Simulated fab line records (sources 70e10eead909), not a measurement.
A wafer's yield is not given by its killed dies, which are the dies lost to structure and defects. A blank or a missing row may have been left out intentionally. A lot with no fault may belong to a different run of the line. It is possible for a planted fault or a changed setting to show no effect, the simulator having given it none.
Chamber matching | flow nandHarc | pecvd-03 running NHARC_P_CONTACT_DEP_30: 3 sister chambers
The step deposits SiNx, target thk 30 nm. 6 wafers are shown with their chamber, then 7 later ones without.

== WAFERS PAIRED WITH THEIR CHAMBERS ==
wafer  | chamber | heaterPowerW (W)
L087.2 | 2       | 616
L087.3 | 0       | 836
L090.4 | 1       | 793
L090.5 | 2       | 608
L091.1 | 1       | 799
L091.2 | 0       | 831

== WAFERS WITHOUT THEIR CHAMBER ==
wafer  | heaterPowerW (W)
L091.6 | 818
L095.2 | 914
L095.3 | 674
L095.6 | 924
L096.4 | 878
L096.5 | 608
L096.6 | 930

== CHAMBER TAKEN BY EACH ==
wafer  | from the rows above     | in truth
L091.6 | can't be placed: 0 or 1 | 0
L095.2 | 0                       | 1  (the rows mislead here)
L095.3 | 2                       | 2
L095.6 | 0                       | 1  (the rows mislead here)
L096.4 | 0                       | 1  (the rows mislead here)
L096.5 | 2                       | 2
L096.6 | 0                       | 0
Placed correctly: 3 of 7. Can't be placed from these rows: 1 (the true chamber is among the candidates in 1). Placed wrongly: 3.
How it was worked out, from the rows above alone: a wafer's distance from a chamber is the root of the sum, over the readings, of the square of ((its reading less the chamber's mean) divided by the reading's scatter). The wafer belongs to the nearest chamber; if the next one is less than 2 further off, it can't be placed. Each chamber's mean is taken over the wafers shown for it. The scatter: take each reading less its chamber's mean, square it, sum over the shown wafers, divide by the number of wafers less the number of chambers, and take the root.
